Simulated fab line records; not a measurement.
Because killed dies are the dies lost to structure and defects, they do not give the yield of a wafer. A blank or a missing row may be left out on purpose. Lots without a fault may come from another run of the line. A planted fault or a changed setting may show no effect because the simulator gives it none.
A sampling plan put to the test    flow nand_harc    each of the 23 faults these records tell of, on one fab line, judged from the records of the lots it struck
The plan consists of the line's own looks: route steps at which the wafer is read by a gauge or an inspection but not changed. A look can be judged if struck wafers have a number there and the file gives its usual mean and standard deviation on fault-free wafers. Caught: a look later than the fault's first step finds the struck wafers' mean 4 or more of those standard deviations (sigma) from the usual mean. On the tool: the identical test, applied to the tool's own readings at the steps of the fault. It also counts as caught if the struck wafers ran another recipe or if their record alone is blank.

== THE FAULTS, as the simulator had put them in ==
1. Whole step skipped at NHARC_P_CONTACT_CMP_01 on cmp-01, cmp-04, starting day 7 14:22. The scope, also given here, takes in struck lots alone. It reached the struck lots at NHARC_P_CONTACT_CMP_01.
2. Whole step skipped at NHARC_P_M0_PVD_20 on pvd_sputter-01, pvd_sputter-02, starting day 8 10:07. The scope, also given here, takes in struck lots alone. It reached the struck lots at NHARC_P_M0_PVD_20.
3. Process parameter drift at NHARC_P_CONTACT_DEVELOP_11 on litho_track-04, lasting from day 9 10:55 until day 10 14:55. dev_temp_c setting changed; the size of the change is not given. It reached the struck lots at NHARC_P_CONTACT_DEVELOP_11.
4. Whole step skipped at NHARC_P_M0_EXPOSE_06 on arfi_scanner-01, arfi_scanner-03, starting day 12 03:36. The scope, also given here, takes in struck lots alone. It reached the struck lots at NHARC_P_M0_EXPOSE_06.
5. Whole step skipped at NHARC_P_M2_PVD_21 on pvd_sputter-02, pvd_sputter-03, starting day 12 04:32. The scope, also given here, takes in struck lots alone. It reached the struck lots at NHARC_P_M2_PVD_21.
6. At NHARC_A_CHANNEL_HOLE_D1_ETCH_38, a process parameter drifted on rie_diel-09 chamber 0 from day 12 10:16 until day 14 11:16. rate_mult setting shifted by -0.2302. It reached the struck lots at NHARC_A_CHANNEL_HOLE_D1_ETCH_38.
7. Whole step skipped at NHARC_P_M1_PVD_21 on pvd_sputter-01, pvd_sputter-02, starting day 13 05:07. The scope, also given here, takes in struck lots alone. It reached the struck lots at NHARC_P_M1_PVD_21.
8. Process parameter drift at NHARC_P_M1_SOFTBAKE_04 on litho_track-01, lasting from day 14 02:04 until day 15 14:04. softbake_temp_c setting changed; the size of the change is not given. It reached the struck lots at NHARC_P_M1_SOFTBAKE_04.
9. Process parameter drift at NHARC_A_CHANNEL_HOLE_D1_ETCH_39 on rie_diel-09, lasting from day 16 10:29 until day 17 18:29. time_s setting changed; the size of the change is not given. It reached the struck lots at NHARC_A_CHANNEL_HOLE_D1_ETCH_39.
10. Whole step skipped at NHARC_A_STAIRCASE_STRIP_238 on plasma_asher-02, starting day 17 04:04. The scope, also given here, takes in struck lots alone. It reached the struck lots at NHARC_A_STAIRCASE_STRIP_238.
11. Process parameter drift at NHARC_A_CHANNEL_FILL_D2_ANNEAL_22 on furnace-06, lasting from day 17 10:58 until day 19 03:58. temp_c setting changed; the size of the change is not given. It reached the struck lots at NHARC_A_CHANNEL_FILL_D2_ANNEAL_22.
12. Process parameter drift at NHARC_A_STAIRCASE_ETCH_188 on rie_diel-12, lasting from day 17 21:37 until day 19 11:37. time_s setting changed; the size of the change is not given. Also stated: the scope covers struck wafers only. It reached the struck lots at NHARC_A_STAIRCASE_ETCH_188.
13. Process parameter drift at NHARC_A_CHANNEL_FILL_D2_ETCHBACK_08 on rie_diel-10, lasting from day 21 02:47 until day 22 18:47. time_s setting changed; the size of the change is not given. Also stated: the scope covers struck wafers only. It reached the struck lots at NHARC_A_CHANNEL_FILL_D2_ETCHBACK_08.
14. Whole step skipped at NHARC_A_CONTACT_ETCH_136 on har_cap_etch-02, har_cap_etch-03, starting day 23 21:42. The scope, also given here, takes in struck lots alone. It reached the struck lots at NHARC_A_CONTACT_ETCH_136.
15. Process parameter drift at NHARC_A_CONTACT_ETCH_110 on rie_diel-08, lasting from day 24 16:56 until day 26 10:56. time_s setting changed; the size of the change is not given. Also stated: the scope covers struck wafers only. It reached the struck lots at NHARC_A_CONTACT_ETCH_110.
16. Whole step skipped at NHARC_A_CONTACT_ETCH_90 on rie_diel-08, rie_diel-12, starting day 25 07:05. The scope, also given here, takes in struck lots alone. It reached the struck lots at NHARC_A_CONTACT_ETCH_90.
17. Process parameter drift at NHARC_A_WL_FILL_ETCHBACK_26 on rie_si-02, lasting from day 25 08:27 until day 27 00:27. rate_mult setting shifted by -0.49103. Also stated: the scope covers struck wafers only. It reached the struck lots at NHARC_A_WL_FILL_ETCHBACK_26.
18. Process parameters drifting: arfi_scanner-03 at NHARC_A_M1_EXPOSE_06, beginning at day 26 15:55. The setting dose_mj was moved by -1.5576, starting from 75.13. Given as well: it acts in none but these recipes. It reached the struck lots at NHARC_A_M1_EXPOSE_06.
19. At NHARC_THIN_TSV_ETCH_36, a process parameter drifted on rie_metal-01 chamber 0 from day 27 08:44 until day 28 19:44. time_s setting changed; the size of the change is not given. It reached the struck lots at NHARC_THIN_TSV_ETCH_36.
20. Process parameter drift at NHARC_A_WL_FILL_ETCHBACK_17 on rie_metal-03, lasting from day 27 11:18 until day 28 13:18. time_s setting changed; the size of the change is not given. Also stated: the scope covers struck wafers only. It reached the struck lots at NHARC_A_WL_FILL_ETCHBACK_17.
21. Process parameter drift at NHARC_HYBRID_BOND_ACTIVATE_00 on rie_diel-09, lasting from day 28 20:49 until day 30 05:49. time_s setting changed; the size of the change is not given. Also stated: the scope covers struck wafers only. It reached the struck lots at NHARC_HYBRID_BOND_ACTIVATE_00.
22. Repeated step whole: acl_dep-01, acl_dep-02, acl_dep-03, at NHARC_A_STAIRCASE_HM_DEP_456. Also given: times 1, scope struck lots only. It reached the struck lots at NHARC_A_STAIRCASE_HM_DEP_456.
23. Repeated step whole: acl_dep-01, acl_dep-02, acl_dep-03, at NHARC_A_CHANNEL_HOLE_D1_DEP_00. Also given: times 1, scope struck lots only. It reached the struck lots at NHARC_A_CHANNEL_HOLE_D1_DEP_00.

== WHAT THE PLAN SAW ==
fault  on the tool itself                                first look that catches it                    reading, sigma  median hours from its first step to that look  hours from the fault's start to the first struck lot there  judged looks passed uncaught
1      the tool's record is blank for the struck wafers  no look after it can be judged                -               -                                              -                                                           0
2      the tool's record is blank for the struck wafers  not the one look that can be judged after it  -               -                                              -                                                           1
3      developer_temp_C +7.3 sigma                       not the one look that can be judged after it  -               -                                              -                                                           1
4      no reading that can be judged                     no look after it can be judged                -               -                                              -                                                           0
5      the tool's record is blank for the struck wafers  no look after it can be judged                -               -                                              -                                                           0
6      oes_product_au -16 sigma                          not the one look that can be judged after it  -               -                                              -                                                           1
7      the tool's record is blank for the struck wafers  no look after it can be judged                -               -                                              -                                                           0
8      heater_power_total_W -69 sigma                    no look after it can be judged                -               -                                              -                                                           0
9      run_length_s -99 or beyond sigma                  no look after it can be judged                -               -                                              -                                                           0
10     the tool's record is blank for the struck wafers  no look after it can be judged                -               -                                              -                                                           0
11     tube_center_temp_C +99 or beyond sigma            not the one look that can be judged after it  -               -                                              -                                                           1
12     run_length_s +40 sigma                            no look after it can be judged                -               -                                              -                                                           0
13     run_length_s +99 or beyond sigma                  not the one look that can be judged after it  -               -                                              -                                                           1
14     the tool's record is blank for the struck wafers  no look after it can be judged                -               -                                              -                                                           0
15     run_length_s -14 sigma                            not the one look that can be judged after it  -               -                                              -                                                           1
16     the tool's record is blank for the struck wafers  no look after it can be judged                -               -                                              -                                                           0
17     oes_product_au -43 sigma                          no look after it can be judged                -               -                                              -                                                           0
18     exposure_dose_mJ_cm2 -16 sigma                    not the one look that can be judged after it  -               -                                              -                                                           1
19     run_length_s -12 sigma                            no look after it can be judged                -               -                                              -                                                           0
20     run_length_s -28 sigma                            no look after it can be judged                -               -                                              -                                                           0
21     run_length_s -6.5 sigma                           no look after it can be judged                -               -                                              -                                                           0
22     under 2 sigma                                     not the one look that can be judged after it  -               -                                              -                                                           1
23     under 2 sigma                                     not the one look that can be judged after it  -               -                                              -                                                           1
Dash: fault not caught, or number not given in these records.

Caught at a look: 0 of 23. Caught on the tool: 20 of 23. By one or the other: 20 of 23.
Faults caught by the tool alone: 1, 2, 3, 5, 6, 7, 8, 9, 10, 11, 12, 13, 14, 15, 16, 17, 18, 19, 20, 21.
Caught by neither: faults 4, 22, 23.
